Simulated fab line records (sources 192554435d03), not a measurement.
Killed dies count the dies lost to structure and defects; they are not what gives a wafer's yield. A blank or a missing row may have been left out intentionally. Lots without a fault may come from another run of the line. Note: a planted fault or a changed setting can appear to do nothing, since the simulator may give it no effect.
fab line records	flow n5Finfet
[record] lots = 9	wafers = 27	lastDay = 17
route steps=1938 shown MOL_CONTACT_COAG@575 BEOL_M4@1111 PASSIVATION@1936
lots that met no fault: taken from a fault-free run of the same line
startH: hours from the record's first day to the start of the lot's first wafer shown	waitH: hours since the lot's step before	" the same as in the row above	L1.1+2: a row that stands for several wafers	- either no value or no given start	* or withheld: withheld	< > ~ a bound
route shown NAME@n: names a module that has steps shown in the file, with the first one's number in the route	usual: mean/standard deviation taken from wafers without a fault	same: alike in all rows	chamber/n: place in a boat	sites: readings site by site	_std_site: the standard deviation of these	_edge_site: inner sites' mean taken away from outer sites' mean	radiusMm: how far each site lies from the wafer's centre	mask NAME#n: copy n	behind: the most recent tool/chamber to have shaped the wafer	hold: cause of the lot's hold/its duration in hours/its outcome	device: whichever transistor did not switch (one of n, p or np)	end of line: the same wafers' tests at the end of the route	a step without rows: its recipe alone	killed: the dies lost at the first sort to structure and to defects; this is not the yield of the wafer	map: per-die view of a wafer (x killed, . not killed, _ where there is no die)
set.NAME: setting as actually run; set.NAME@STEP: the setting as run at that earlier step	model.NAME: the simulator's own value behind a step, which no gauge read
a sample of lots followed through the steps of the route, with each step as a table and each wafer as a row
services: a tool's chamber out of use, with start hour (startH, from the record's first day; less than 0 if before it), hours out, and reason
[[steps]]
[step N5_MOL_CONTACT_COAG_INSPECT_57]
[recipe] mode = adi	inspectInstrument = brightfield
[usual] rawDefectCount = 203/52
lot.wafer	tool	chamber	startH	waitH	rawDefectCount
L383.3	defectInspect-01	-	107.94	0.0	196
L383.4	"	-	"	"	155
L383.6	"	-	"	"	302
L386.2	defectInspect-02	-	122.96	0.0	111
L386.4	"	-	"	"	172
L386.5	"	-	"	"	180
L387.2	defectInspect-01	-	126.57	0.0	215
L387.3	"	-	"	"	269
L387.5	"	-	"	"	218
L392.2	defectInspect-02	-	158.70	0.0	210
L392.4	"	-	"	"	237
L392.6	"	-	"	"	215
L398.3	defectInspect-01	-	195.42	0.0	221
L398.4	"	-	"	"	215
L398.5	"	-	"	"	247
L400.2	defectInspect-02	-	209.45	0.0	165
L400.4	"	-	"	"	160
L400.5	"	-	"	"	159
L401.1	defectInspect-01	-	212.98	0.1	344
L401.4	"	-	"	"	261
L401.5	"	-	"	"	222
L402.1	defectInspect-01	-	218.59	0.1	292
L402.2	"	-	"	"	341
L402.3	"	-	"	"	258
L405.4	defectInspect-02	-	239.31	0.0	177
L405.5	"	-	"	"	208
L405.6	"	-	"	"	170
[step N5_MOL_CONTACT_COAG_ETCHBACK_135]
[recipe] chemistry = CHF3	target = SiO2	targetDepthA = 250	timeS = 16.7	ionEnergyEv = 200	pressureMtorr = 30	sourceW = 610	biasW = 170	Ar_flow_sccm = 200	CHF3_flow_sccm = 50
[usual] drypumpMotorCurrentA = 5.7/0.42	oesProductAu = 0.81/0.079	rfVppV = 524/4.7	showerheadPlenumPTorr = 2.37/0.082	throttleValvePct = 18.65/0.21
lot.wafer	tool	chamber	startH	waitH	drypumpMotorCurrentA	oesProductAu	rfHoursCounterH	rfVppV	showerheadPlenumPTorr	throttleValvePct
L383.3	rieDiel-05	2	108.52	0.0	5.8	0.70	233	516	2.35	18.84
L383.4	"	3	"	"	5.7	0.96	3	524	2.33	18.82
L383.6	"	0	"	"	5.7	0.80	-	531	2.50	18.76
L386.2	rieDiel-05	3	123.51	0.0	5.7	0.92	7	524	2.33	18.82
L386.4	"	2	"	"	5.8	0.69	237	518	2.35	18.84
L386.5	"	2	"	"	5.8	0.70	-	518	2.35	18.84
L387.2	rieDiel-05	1	127.45	0.0	5.9	0.86	45	523	2.41	18.21
L387.3	"	3	"	"	5.7	0.92	9	525	2.33	18.83
L387.5	"	1	"	"	5.9	0.86	-	522	2.41	18.22
L392.2	rieDiel-05	2	159.23	0.0	5.8	0.68	250	519	2.35	18.88
L392.4	"	3	"	"	5.7	0.90	20	524	2.33	18.85
L392.6	"	2	"	"	5.8	0.69	-	519	2.35	18.88
L398.3	rieDiel-04	0	196.01	0.0	5.0	0.71	224	520	2.25	18.78
L398.4	"	2	"	"	6.0	0.89	-	527	2.41	18.33
L398.5	"	3	"	"	5.0	0.84	-	517	2.40	18.69
L400.2	rieDiel-02	2	210.44	0.0	5.6	0.90	51	533	2.52	18.80
L400.4	"	2	"	"	5.6	0.89	-	531	2.52	18.81
L400.5	"	3	"	"	5.3	0.82	-	531	2.41	18.63
L401.1	rieDiel-02	0	213.48	0.0	6.8	0.68	249	528	2.25	18.54
L401.4	"	1	"	"	5.9	0.71	201	520	2.27	18.84
L401.5	"	2	"	"	5.6	0.88	-	531	2.52	18.81
L402.1	rieDiel-02	2	219.06	0.0	5.6	0.88	54	530	2.52	18.82
L402.2	"	3	"	"	5.3	0.81	86	531	2.41	18.64
L402.3	"	1	"	"	5.9	0.71	204	520	2.27	18.82
L405.4	rieDiel-05	0	239.98	0.0	5.7	0.76	149	529	2.48	18.84
L405.5	"	2	"	"	5.9	0.90	-	526	2.34	18.45
L405.6	"	1	"	"	5.9	0.81	-	522	2.40	18.29
[step N5_MOL_CONTACT_COAG_ETCH_47]
[recipe] chemistry = CH3F/O2	target = SiNx	targetDepthA = 270	maskMaterial = SiO2	stopOn = W	overEtchFrac = 0.2	ionEnergyEv = 120	endpoint = OES-CN	pressureMtorr = 30	sourceW = 395	biasW = 73	Ar_flow_sccm = 150	CH3F_flow_sccm = 30	O2_flow_sccm = 20	ends = endPoint
[usual] CH3F_flow_sccm = 30.01/0.096	O2_flow_sccm = 20.00/0.059	drypumpMotorCurrentA = 5.7/0.41	etchRfOnTimeS = 31.2/0.62	oes_f_703_au = 0.81/0.075	oes_o_777_au = 0.81/0.075	oesProductAu = 0.73/0.071	rfFwdPowerW = 386.1/1.9	rfVppV = 297.6/2.5	showerheadPlenumPTorr = 1.99/0.071	throttleValvePct = 16.28/0.21
lot.wafer	tool	chamber	startH	waitH	CH3F_flow_sccm	O2_flow_sccm	drypumpMotorCurrentA	etchRfOnTimeS	oes_f_703_au	oes_o_777_au	oesProductAu	rfFwdPowerW	rfHoursCounterH	rfVppV	showerheadPlenumPTorr	throttleValvePct
L383.3	rieDiel-05	2	108.66	0.0	30.17	19.95	5.8	31.7	0.71	0.72	0.62	386.1	233	294.3	1.98	16.49
L383.4	"	3	"	"	30.03	20.02	5.7	31.0	0.95	0.95	0.84	387.3	3	297.0	1.96	16.38
L383.6	"	0	"	"	29.95	19.96	5.7	31.8	0.80	0.80	0.73	383.2	-	300.4	2.10	16.38
L386.2	rieDiel-05	3	123.65	0.0	30.02	20.00	5.6	31.2	0.94	0.92	0.83	387.8	7	299.2	1.96	16.40
L386.4	"	2	"	"	30.09	20.04	5.8	32.0	0.71	0.71	0.62	386.6	237	295.5	1.98	16.49
L386.5	"	2	"	"	30.09	19.97	5.8	31.7	0.72	0.71	0.62	385.5	-	294.4	1.98	16.48
L387.2	rieDiel-05	1	127.58	0.0	30.23	20.00	5.9	31.2	0.85	0.85	0.77	384.1	45	295.4	2.03	15.83
L387.3	"	3	"	"	30.15	20.08	5.7	28.3	1.22	1.14	0.88	484.8	9	269.5	1.96	16.40
L387.5	"	1	"	"	30.04	20.06	5.9	31.0	0.84	0.86	0.76	384.5	-	297.4	2.03	15.84
L392.2	rieDiel-05	2	159.37	0.0	30.04	20.05	5.8	32.3	0.70	0.70	0.61	384.0	250	294.0	1.97	16.51
L392.4	"	3	"	"	30.05	20.03	5.6	29.0	1.18	1.10	0.84	483.6	20	271.3	1.95	16.44
L392.6	"	2	"	"	29.95	20.02	5.9	32.0	0.70	0.70	0.61	385.6	-	294.1	1.97	16.53
L398.3	rieDiel-04	0	196.15	0.0	30.00	20.04	5.1	31.8	0.70	0.71	0.63	385.8	224	295.6	1.89	16.45
L398.4	"	2	"	"	30.00	20.04	6.0	30.3	0.87	0.86	0.80	389.5	-	297.5	2.03	15.94
L398.5	"	3	"	"	30.04	19.96	5.0	30.3	0.85	0.85	0.75	386.4	-	292.2	2.02	16.30
L400.2	rieDiel-02	2	210.58	0.0	29.98	20.06	5.6	30.3	0.90	0.89	0.80	385.6	51	300.3	2.12	16.40
L400.4	"	2	"	"	29.97	20.04	5.6	30.8	0.89	0.90	0.79	384.8	-	301.2	2.12	16.40
L400.5	"	3	"	"	29.92	19.95	5.3	30.6	0.80	0.80	0.73	387.9	-	300.8	2.03	16.25
L401.1	rieDiel-02	0	213.62	0.0	30.02	20.00	6.8	32.3	0.68	0.69	0.60	386.9	249	299.2	1.88	16.22
L401.4	"	1	"	"	30.07	20.06	5.9	31.2	0.74	0.72	0.64	386.4	201	295.3	1.91	16.48
L401.5	"	2	"	"	29.95	20.03	5.6	30.5	0.90	0.89	0.80	384.4	-	301.6	2.12	16.39
L402.1	rieDiel-02	2	219.20	0.0	29.84	20.05	5.6	30.7	0.89	0.89	0.80	387.2	55	300.3	2.12	16.41
L402.2	"	3	"	"	29.95	20.02	5.3	30.6	0.80	0.80	0.72	386.1	86	301.7	2.03	16.28
L402.3	"	1	"	"	30.03	19.98	6.0	31.4	0.74	0.72	0.64	385.8	204	293.1	1.91	16.49
L405.4	rieDiel-05	0	240.12	0.0	30.04	19.93	5.7	32.0	0.76	0.76	0.68	385.4	149	298.8	2.09	16.46
L405.5	"	2	"	"	30.05	20.04	5.8	31.1	0.91	0.91	0.82	385.1	-	298.7	1.96	16.09
L405.6	"	1	"	"	30.11	19.94	5.9	31.4	0.80	0.80	0.72	386.6	-	296.3	2.01	15.93
[step N5_MOL_CONTACT_COAG_STRIP_119]
[recipe] chemistry = N2/H2	timeS = 30	powerW = 1000	tempC = 250	pressureMtorr = withheld	n2FlowSccm = 1750	h2FlowSccm = 3250
[usual] drypumpMotorCurrentA = 5.8/0.57	heaterPowerW = 323/39	n2FlowSccm = 1750/5.5
lot.wafer	tool	chamber	startH	waitH	drypumpMotorCurrentA	heaterPowerW	n2FlowSccm	rfHoursCounterH
L383.3	plasmaAsher-02	1	108.76	0.1	6.5	369	1757	-
L383.4	"	0	"	"	5.9	259	1747	-
L383.6	"	1	"	"	6.5	373	1754	-
L386.2	plasmaAsher-02	1	123.73	0.1	6.5	369	1750	92
L386.4	"	0	"	"	6.0	254	1745	-
L386.5	"	1	"	"	6.5	363	1748	-
L387.2	plasmaAsher-01	0	127.67	0.1	4.9	350	1749	51
L387.3	"	0	"	"	4.9	349	1762	-
L387.5	"	1	"	"	5.9	309	1748	-
L392.2	plasmaAsher-02	1	159.45	0.1	6.5	366	1747	100
L392.4	"	0	"	"	6.0	262	1750	-
L392.6	"	1	"	"	6.5	370	1753	-
L398.3	plasmaAsher-01	0	196.25	0.1	5.0	356	1749	-
L398.4	"	1	"	"	5.9	310	1746	-
L398.5	"	1	"	"	5.9	314	1743	-
L400.2	plasmaAsher-01	0	210.66	0.1	5.0	347	1752	65
L400.4	"	0	"	"	4.9	356	1756	-
L400.5	"	0	"	"	4.9	354	1750	-
L401.1	plasmaAsher-02	1	213.70	0.1	6.5	369	1746	112
L401.4	"	1	"	"	6.5	366	1745	-
L401.5	"	0	"	"	5.9	261	1746	-
L402.1	plasmaAsher-02	1	219.28	0.1	6.5	364	1755	113
L402.2	"	0	"	"	6.0	258	1746	113
L402.3	"	1	"	"	6.5	359	1758	-
L405.4	plasmaAsher-01	1	240.22	0.1	5.9	312	1743	-
L405.5	"	0	"	"	5.0	347	1751	-
L405.6	"	1	"	"	5.9	306	1736	-
[step N5_BEOL_M4_RC_MEAS_101]
[usual] DIBL_N = 36.2/1.5	DIBL_P = 36.2/1.7	IOFF_N = 0.155/0.021	IOFF_P = 0.216/0.026	ION_N = 674/11	ION_P = 464/6.8	SS_N = 71.5/0.56	SS_P = 73.3/0.6	VT_N = 250.2/2.6	VT_P = -249.3/2.5
lot.wafer	tool	chamber	startH	waitH	DIBL_N[mV/V]	DIBL_P[mV/V]	IOFF_N[nA/um]	IOFF_P[nA/um]	ION_N[uA/um]	ION_P[uA/um]	SS_N[mV/dec]	SS_P[mV/dec]	VT_N[mV]	VT_P[mV]
L383.3	prober-02	0	176.43	0.3	35.7	35.2	0.148	0.202	676	460	71.5	73.0	251.2	-251.9
L383.4	"	0	"	"	37.5	37.7	0.183	0.246	674	463	72.8	73.4	250.7	-248.5
L383.6	"	0	"	"	38.0	37.4	0.186	0.230	674	464	71.8	73.8	249.9	-249.7
L386.2	prober-01	0	191.63	0.2	37.9	35.0	0.143	0.214	660	455	71.5	74.1	253.3	-249.4
L386.4	"	0	"	"	37.4	34.1	0.141	0.199	654	451	71.2	73.2	253.1	-248.9
L386.5	"	0	"	"	38.8	36.2	0.162	0.236	656	458	71.5	74.1	249.7	-248.5
L387.2	prober-02	0	195.41	0.2	36.6	37.6	0.171	0.210	688	463	71.6	73.2	250.8	-253.2
L387.3	"	0	"	"	35.7	35.8	0.152	0.195	660	457	71.5	73.6	254.5	-252.2
L387.5	"	0	"	"	36.9	37.4	0.170	0.208	671	458	71.8	73.9	248.4	-254.2
L392.2	prober-01	0	228.77	0.2	36.2	35.7	0.160	0.229	659	450	72.8	72.8	250.3	-247.6
L392.4	"	0	"	"	36.6	35.4	0.160	0.233	665	464	71.9	73.5	251.0	-246.4
L392.6	"	0	"	"	36.1	35.1	0.150	0.229	661	458	71.8	73.0	251.0	-246.5
L398.3	prober-02	0	265.14	0.3	38.5	38.7	0.183	0.238	668	458	72.5	74.1	251.9	-248.7
L398.4	"	0	"	"	38.2	39.2	0.189	0.261	686	475	72.6	73.4	245.3	-245.7
L398.5	"	0	"	"	37.7	38.4	0.169	0.238	692	471	72.5	73.2	250.2	-248.6
L400.2	prober-02	0	275.40	0.2	35.6	35.1	0.142	0.207	659	455	71.8	73.5	252.9	-249.4
L400.4	"	0	"	"	33.3	32.7	0.114	0.181	660	466	70.9	72.4	251.8	-251.1
L400.5	"	0	"	"	33.7	32.5	0.117	0.172	648	452	70.8	73.6	254.7	-251.4
L402.1	prober-02	0	286.88	0.0	39.7	38.9	0.181	0.247	675	457	72.4	74.0	249.7	-246.9
L402.2	"	0	"	"	38.4	37.6	0.163	0.224	681	466	71.9	72.7	249.6	-248.6
L402.3	"	0	"	"	36.9	35.6	0.139	0.201	684	471	72.0	72.5	251.3	-249.3
L401.1	prober-01	0	287.20	0.0	36.0	35.6	0.143	0.190	676	461	70.2	73.1	248.3	-249.5
L401.4	"	0	"	"	36.7	35.8	0.140	0.191	659	459	70.9	72.4	250.8	-251.7
L401.5	"	0	"	"	34.5	33.8	0.109	0.170	665	461	69.9	72.4	254.4	-251.5
L405.4	prober-02	0	310.93	0.5	36.5	37.6	0.158	0.223	681	473	71.0	73.7	249.6	-246.7
L405.5	"	0	"	"	36.8	37.6	0.148	0.227	655	462	71.7	73.4	254.4	-250.3
L405.6	"	0	"	"	36.4	38.0	0.161	0.230	679	478	71.5	73.2	250.5	-249.6
[step N5_PASSIVATION_PROBE_49]
[usual] defectLimitedYield = 91.3/1.3	killed_at_M0_to_M3 = 32/11	killed_at_M4_up = 15/5.6	killedAtContacts = 12/6	killedAtFrontEnd = 40/11	killedAtOther = 3.5/2.6	killedDies = 102/15	killedOnRim = 13/3.4	killedOpen = 67/12	killedShort = 34/7.3	sort_bin_5_function = 5.1/0.85	sort_bin_6_memory = 3.2/0.61	sortNPass = 1078/15	sortYieldPct = 91.3/1.3
[same] grossDies = 1180	killedAtBackSide = 0	sort_bin_4_leakage[%] = 0	sort_bin_8_speed[%] = 0
lot.wafer	tool	chamber	startH	waitH	defectLimitedYield[%]	killed_at_M0_to_M3	killed_at_M4_up	killedAtContacts	killedAtFrontEnd	killedAtOther	killedDies	killedOnRim	killedOpen	killedShort	sort_bin_5_function[%]	sort_bin_6_memory[%]	sortNPass	sortYieldPct[%]
L383.3	prober-01	-	279.57	0.1	92.5	28	10	9	37	4	88	17	61	27	4.7	2.5	1092	92.5
L383.4	prober-01	-	279.62	0.2	90.9	19	8	7	68	5	107	18	71	36	5.1	3.4	1073	90.9
L383.6	prober-01	-	279.72	0.3	90.6	31	6	5	62	7	111	15	73	38	5.8	3.2	1069	90.6
L398.3	prober-01	-	361.76	0.1	91.7	15	12	9	58	4	98	9	78	20	4.7	3.6	1082	91.7
L398.4	prober-01	-	361.81	0.2	90.1	22	27	14	53	1	117	16	73	43	6.2	3.5	1063	90.1
L398.5	prober-01	-	361.86	0.2	89.3	23	20	14	64	5	126	14	81	41	6.3	3.4	1054	89.3
L400.2	prober-01	-	371.87	0.1	92.0	38	18	11	24	3	94	14	57	37	5.0	2.7	1086	92.0
L400.4	prober-01	-	371.97	0.2	90.8	32	19	18	34	5	108	17	68	40	5.3	3.8	1072	90.8
L400.5	prober-01	-	372.02	0.2	89.9	50	11	11	44	3	119	13	82	37	5.3	4.0	1061	89.9
// killed by level:class
L383.3 FIN_SAQP:geometricParticle:open=13 BEOL_M0_SAQP:geometricParticle:open=8 MOL_CONTACT_COAG:geometricParticle:open=7 BEOL_M3:geometricParticle:open=6 BEOL_M4:geometricParticle:open=6 FIN_SAQP:geometricParticle:short=5 DUMMY_GATE:geometricParticle:open=5 BEOL_M0_SAQP:geometricParticle:short=5
L383.4 FIN_SAQP:geometricParticle:open=20 FIN_SAQP:geometricParticle:short=10 STI_FIN_REVEAL:geometricParticle:open=9 DUMMY_GATE:geometricParticle:open=9 BEOL_M0_SAQP:geometricParticle:short=8 MOL_CONTACT_COAG:geometricParticle:open=6 STARTING-WAFER:geometricParticle:open=5 BEOL_M2:geometricParticle:open=4
L383.6 FIN_SAQP:geometricParticle:open=19 STI_FIN_REVEAL:geometricParticle:open=15 FIN_SAQP:geometricParticle:short=10 BEOL_M0_SAQP:geometricParticle:short=7 BEOL_M0_SAQP:geometricParticle:open=6 DUMMY_GATE:geometricParticle:short=5 BEOL_M2:geometricParticle:open=5 MOL_CONTACT_COAG:geometricParticle:open=4
L398.3 STI_FIN_REVEAL:geometricParticle:open=24 FIN_SAQP:geometricParticle:open=12 MOL_CONTACT_COAG:geometricParticle:open=9 BEOL_M3:geometricParticle:open=6 BEOL_M3:geometricParticle:short=5 BEOL_M4:geometricParticle:open=5 FIN_SAQP:geometricParticle:short=4 STI_FIN_REVEAL:geometricParticle:short=4
L398.4 FIN_SAQP:geometricParticle:short=19 STI_FIN_REVEAL:geometricParticle:open=13 BEOL_M4:geometricParticle:open=9 FIN_SAQP:geometricParticle:open=8 MOL_CONTACT_COAG:geometricParticle:open=8 MOL_CONTACT_COAG:geometricParticle:short=6 BEOL_M3:geometricParticle:open=6 BEOL_M5:geometricParticle:open=6
L398.5 FIN_SAQP:geometricParticle:open=14 STI_FIN_REVEAL:geometricParticle:open=14 MOL_CONTACT_COAG:geometricParticle:open=11 FIN_SAQP:geometricParticle:short=10 BEOL_M4:geometricParticle:open=8 STI_FIN_REVEAL:geometricParticle:short=7 BEOL_M3:geometricParticle:open=7 GATE_CUT:geometricParticle:short=5
L400.2 BEOL_M3:geometricParticle:open=7 BEOL_M0_SAQP:geometricParticle:short=7 BEOL_M1:geometricParticle:open=7 FIN_SAQP:geometricParticle:open=6 MOL_CONTACT_COAG:geometricParticle:open=6 BEOL_M1:geometricParticle:short=6 MOL_CONTACT_COAG:geometricParticle:short=5 BEOL_M4:geometricParticle:open=5
L400.4 MOL_CONTACT_COAG:geometricParticle:open=15 GATE_CUT:geometricParticle:short=10 BEOL_M0:geometricParticle:open=7 BEOL_M4:geometricParticle:open=7 STI_FIN_REVEAL:geometricParticle:open=6 BEOL_M1:geometricParticle:short=5 BEOL_M2:geometricParticle:open=5 FIN_SAQP:geometricParticle:short=4
L400.5 BEOL_M2:geometricParticle:open=17 MOL_CONTACT_COAG:geometricParticle:open=10 FIN_SAQP:geometricParticle:short=8 GATE_CUT:geometricParticle:short=8 BEOL_M3:geometricParticle:open=8 DUMMY_GATE:geometricParticle:open=7 FIN_SAQP:geometricParticle:open=6 BEOL_M1:geometricParticle:open=6
[[services]]
tool	chamber	startH	hours	kind
rieDiel-04	0	85.48	1.2	repair
rieDiel-05	-	85.59	0.9	repair
rieDiel-04	2	121.14	23.0	repair
rieDiel-05	0	131.14	2.1	repair
rieDiel-04	0	140.08	11.9	repair
rieDiel-02	2	148.16	3.1	repair
rieDiel-05	2	160.82	-	clean
rieDiel-05	2	160.82	-	consumableReplace:esc
rieDiel-05	2	160.82	-	consumableReplace:focusRing
rieDiel-05	2	160.82	23.6	scheduledDown
rieDiel-05	2	160.82	23.6	ventCycle
rieDiel-04	0	167.44	22.2	repair
rieDiel-04	-	173.55	2.8	pm
rieDiel-02	-	192.50	0.7	repair
rieDiel-04	1	193.71	6.3	repair
rieDiel-02	0	201.88	9.7	repair
rieDiel-02	0	215.95	-	clean
rieDiel-02	0	215.95	-	consumableReplace:focusRing
rieDiel-02	0	215.95	-	consumableReplace:showerhead
rieDiel-02	0	215.95	21.3	scheduledDown
rieDiel-02	0	215.95	21.3	ventCycle
rieDiel-04	0	233.87	4.2	repair
[[key]]
[firstSign] step = N5_MOL_CONTACT_COAG_ETCH_47	reading = rfFwdPowerW	direction = up	sigmas = 53	usual = *	struck = *
[effect] step = N5_MOL_CONTACT_COAG_ETCH_47	reading = rfVppV	direction = down	sigmas = 11	usual = 297.6	struck = 270.4
metAt N5_MOL_CONTACT_COAG_ETCH_47
struckLots L387,L392
struckWafers L387.3,L392.4
notActingAt N5_MOL_CONTACT_COAG_INSPECT_57,N5_MOL_CONTACT_COAG_ETCHBACK_135,N5_MOL_CONTACT_COAG_STRIP_119
onsetBetween 123.65 127.58
[fault] kind = processParameterDrift	tool = rieDiel-05	chamber = 3	onsetH = 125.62	steps = N5_MOL_CONTACT_COAG_ETCH_47	channel = sourceW	offset = 94.8	shape = step	endH = 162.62	actsIn = theseRecipesOnly	stated = 395
